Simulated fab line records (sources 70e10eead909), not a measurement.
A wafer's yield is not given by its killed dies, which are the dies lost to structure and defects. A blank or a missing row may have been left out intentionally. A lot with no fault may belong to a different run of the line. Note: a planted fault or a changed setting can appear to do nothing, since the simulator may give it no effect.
Problem report in the 8D (eight disciplines) form, filled by code | flow nand harc | the parts of the form that need people (team, actions taken, sign-off) are left out

== 1. PROBLEM STATEMENT ==
Mean of killed at array at NHARC_END_SORT_01: 676 across 3 wafers in 2 lots; on wafers with no fault it is 26 (standard deviation 11). Relative to the usual mean, that is a shift of +59 standard deviations.
Seen first at day 23 11:49 on prober-01, wafer L469.5. The record has a number at this step for 6 wafers belonging to 2 lots. By rule, "out" or "out of limits" means more than 4 standard deviations away from the usual mean. All remaining wafers that have a number are taken as sound.

== 2. WHAT THIS IS AND IS NOT ==
question                    | is                           | is not
which readings at this step | killed at array, killed dies | killed at other, killed at periphery, killed open, killed short
which lots                  | L466, L469                   | -
which wafers of those lots  | L466.1, L466.2, L469.5       | L466.4, L469.3, L469.4
read on which gauges        | prober-01, prober-02         | -
when                        | from day 23 11:49            | up to then (2 sound wafers); but 1 sound wafer of L466 came after

== 3. THE SUSPECTS, EACH WITH WHAT RULES IT OUT ==
Counting: a tool at a process step up to the reading stays a suspect if it ran every lot that is out. Sound lots after the first of them don't rule it out here, since some wafers of a struck lot are sound.
- ruled out: the gauge at NHARC_END_SORT_01. 2 gauges (prober-01, prober-02) read the wafers that are out.
- acl dep-02 at NHARC_A_CONTACT_DEP_28 (deposits aC, target thk 3600 nm): kept. It ran every lot that is out, first L469 (day 18 17:07).
- pecvd-04 at NHARC_A_M0_DEP_32 (deposits SiCN, target thk 30 nm): kept. It ran every lot that is out, first L469 (day 20 00:12).
What counting leaves: acl dep-02 at NHARC_A_CONTACT_DEP_28 and pecvd-04 at NHARC_A_M0_DEP_32.

== 4. THE CAUSE (what the simulator had put in) ==
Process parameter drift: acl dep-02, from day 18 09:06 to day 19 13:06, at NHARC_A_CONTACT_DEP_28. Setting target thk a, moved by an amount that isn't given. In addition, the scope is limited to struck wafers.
This tool is one of the 2 suspects left after counting.

== 5. SEQUENCE OF EFFECTS, ordered by route ==
One row per reading whose mean, taken over the struck wafers that have a number, lies over 3 standard deviations from the usual. Readings are gone through only where the record gives a usual standard deviation; hours: the median, over the lots, of the time from a lot's start at the first step in this table giving one to that lot's start at this step; sigmas: the change measured in usual standard deviations.
hours | step              | reading         | usual | on struck wafers | change | sigmas
0     | NHARC_END_SORT_01 | killed at array | 26    | 676              | +650   | +59
0     | NHARC_END_SORT_01 | killed dies     | 29    | 677              | +648   | +59

== 6. WHAT WOULD HAVE CAUGHT IT SOONER ==
123 hours passed between the start of the fault at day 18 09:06 and the first reading out of limits at a measuring or inspecting step in this record, taken at day 23 11:49.
Of the tool readings at NHARC_A_CONTACT_DEP_28 for which the record gives a usual standard deviation, none was out on any struck wafer, so an alarm limit of 4 standard deviations on them would not have fired.
All the lots that are out (2) had begun NHARC_A_CONTACT_DEP_28 on acl dep-02 by day 23 11:49. Tool hold at that time: it would have spared none of them.
